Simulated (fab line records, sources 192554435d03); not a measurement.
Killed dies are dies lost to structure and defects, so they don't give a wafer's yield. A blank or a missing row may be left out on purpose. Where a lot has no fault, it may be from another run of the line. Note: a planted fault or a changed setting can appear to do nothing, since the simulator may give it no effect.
Split-lot trial | flow n5Finfet | 7 lots, 39 wafers read, on a route of 1938 steps

== SPLIT DETAILS ==
At N5_HKMG_FIN_ETCH_35 (etches SOC in N2/H2, target depth 215.8 nm, time 243.4 s), the setting targetDepthA was moved away from the recipe's 2158 angstrom on 12 of the 39 wafers read, by -12.7% to +12.7%. For the rest of the wafers, this setting stayed at what the recipe calls for.

The reading is taken at the split's own step.

== THE READING ==
SOC_of_HKMG_FIN_COAT_29.thkNm (the simulator's own value, which no gauge read), in nm, at N5_HKMG_FIN_ETCH_35 (etches SOC in N2/H2, target depth 215.8 nm, time 243.4 s). No usual value for it is given in the file. Here, 27 wafers ran the recipe; their average is 84.9 nm with a standard deviation of 4.7 nm.

wafer  | tool, chamber at the split | targetDepthA as run, angstrom | against the recipe | SOC_of_HKMG_FIN_COAT_29.thkNm, nm | against lot-mates on the recipe
L074.1 | rieDiel-01, 0              | 2158                          | recipe             | 84.8                              | -
L074.2 | rieDiel-01, 2              | 2158                          | recipe             | 78.4                              | -
L074.3 | rieDiel-01, 3              | 2158                          | recipe             | 87.4                              | -
L074.4 | rieDiel-01, 3              | 2158                          | recipe             | 86                                | -
L074.5 | rieDiel-01, 0              | 2158                          | recipe             | 85                                | -
L074.6 | rieDiel-01, 2              | 2158                          | recipe             | 77.8                              | -
L079.1 | rieDiel-04, 3              | 2158                          | recipe             | 85.4                              | -
L079.2 | rieDiel-04, 1              | 2158                          | recipe             | 85.4                              | -
L079.4 | rieDiel-04, 1              | 2158                          | recipe             | 85.8                              | -
L080.1 | rieDiel-01, 2              | 2433                          | +12.7%             | 54.6                              | -30.8
L080.2 | rieDiel-01, 1              | 2158                          | recipe             | 87.2                              | -
L080.3 | rieDiel-01, 0              | 2433                          | +12.7%             | 57.8                              | -27.6
L080.4 | rieDiel-01, 2              | 2158                          | recipe             | 83.8                              | -
L080.5 | rieDiel-01, 0              | 2433                          | +12.7%             | 56.8                              | -28.6
L080.6 | rieDiel-01, 1              | 2158                          | recipe             | 85.2                              | -
L087.1 | rieDiel-01, 2              | 2158                          | recipe             | 80.2                              | -
L087.2 | rieDiel-01, 1              | 2158                          | recipe             | 88                                | -
L087.3 | rieDiel-01, 0              | 2320                          | +7.5%              | 65.4                              | -17.7
L087.4 | rieDiel-01, 3              | 2320                          | +7.5%              | 65                                | -18.1
L087.5 | rieDiel-01, 2              | 2158                          | recipe             | 81.2                              | -
L087.6 | rieDiel-01, 3              | 2320                          | +7.5%              | 65                                | -18.1
L090.1 | rieDiel-02, 1              | 2158                          | recipe             | 85.8                              | -
L090.2 | rieDiel-02, 3              | 2158                          | recipe             | 84.8                              | -
L090.3 | rieDiel-02, 0              | 2158                          | recipe             | 84.8                              | -
L090.4 | rieDiel-02, 2              | 2158                          | recipe             | 104.6                             | -
L090.5 | rieDiel-02, 3              | 2158                          | recipe             | 86.2                              | -
L090.6 | rieDiel-02, 0              | 2158                          | recipe             | 85.8                              | -
L092.1 | rieDiel-01, 2              | 1925                          | -10.8%             | 102.8                             | +19.7
L092.2 | rieDiel-01, 1              | 2158                          | recipe             | 87                                | -
L092.3 | rieDiel-01, 3              | 1925                          | -10.8%             | 105                               | +21.9
L092.4 | rieDiel-01, 0              | 1925                          | -10.8%             | 105                               | +21.9
L092.5 | rieDiel-01, 0              | 2158                          | recipe             | 81.8                              | -
L092.6 | rieDiel-01, 3              | 2158                          | recipe             | 80.4                              | -
L094.1 | rieDiel-01, 0              | 2158                          | recipe             | 83.4                              | -
L094.2 | rieDiel-01, 3              | 2158                          | recipe             | 82.4                              | -
L094.3 | rieDiel-01, 1              | 1883                          | -12.7%             | 116.2                             | +32.9
L094.4 | rieDiel-01, 2              | 2158                          | recipe             | 84.2                              | -
L094.5 | rieDiel-01, 0              | 1883                          | -12.7%             | 113.8                             | +30.5
L094.6 | rieDiel-01, 1              | 1883                          | -12.7%             | 115.6                             | +32.3

THE FIT
A straight line over all 39 wafers: SOC_of_HKMG_FIN_COAT_29.thkNm changes by -2.23 nm for each +1% of targetDepthA; r = -0.96; the points scatter about the line by 4.3 nm.
The same after taking each lot's own level away (the mean of its wafers on the recipe; 39 wafers): -2.29 nm for each +1%; r = -0.97; scatter 3.8 nm.
The reading moves by 29 nm for the largest change in targetDepthA, on that fit.
The span of the lots' own levels, 83.07 to 88.67 nm, comes to 1.2 times the standard deviation stated above.
The two slopes are in agreement: the lot-to-lot level therefore moves the slope only a little.
Check: for one of the wafers moved furthest among these (+12.7%), held out of the fit, the line's prediction against its lot-mates is -29.1 nm. Against them it came out at -30.8 nm.

== THE WHOLE CHAIN: every reading that the file lists as answering this split, in the file's order ==
step                | what it does                                             | reading                                                                        | change (the file's fit)              | r (the file's)
N5_HKMG_FIN_ETCH_35 | etches SOC in N2/H2, target depth 215.8 nm, time 243.4 s | etch.depthNm (the simulator's own value, which no gauge read)                  | +2.29 nm for each +1% of the setting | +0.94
N5_HKMG_FIN_ETCH_35 | etches SOC in N2/H2, target depth 215.8 nm, time 243.4 s | HKMG_FIN.featureDepthNm (the simulator's own value, which no gauge read)       | +2.29 nm for each +1% of the setting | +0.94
N5_HKMG_FIN_ETCH_35 | etches SOC in N2/H2, target depth 215.8 nm, time 243.4 s | SOC_of_HKMG_FIN_COAT_29.thkNm (the simulator's own value, which no gauge read) | -2.29 nm for each +1% of the setting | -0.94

== THE FILE'S OWN FIT ==
SOC_of_HKMG_FIN_COAT_29.thkNm changes by -2.29 nm for each +1% of targetDepthA, r = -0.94.
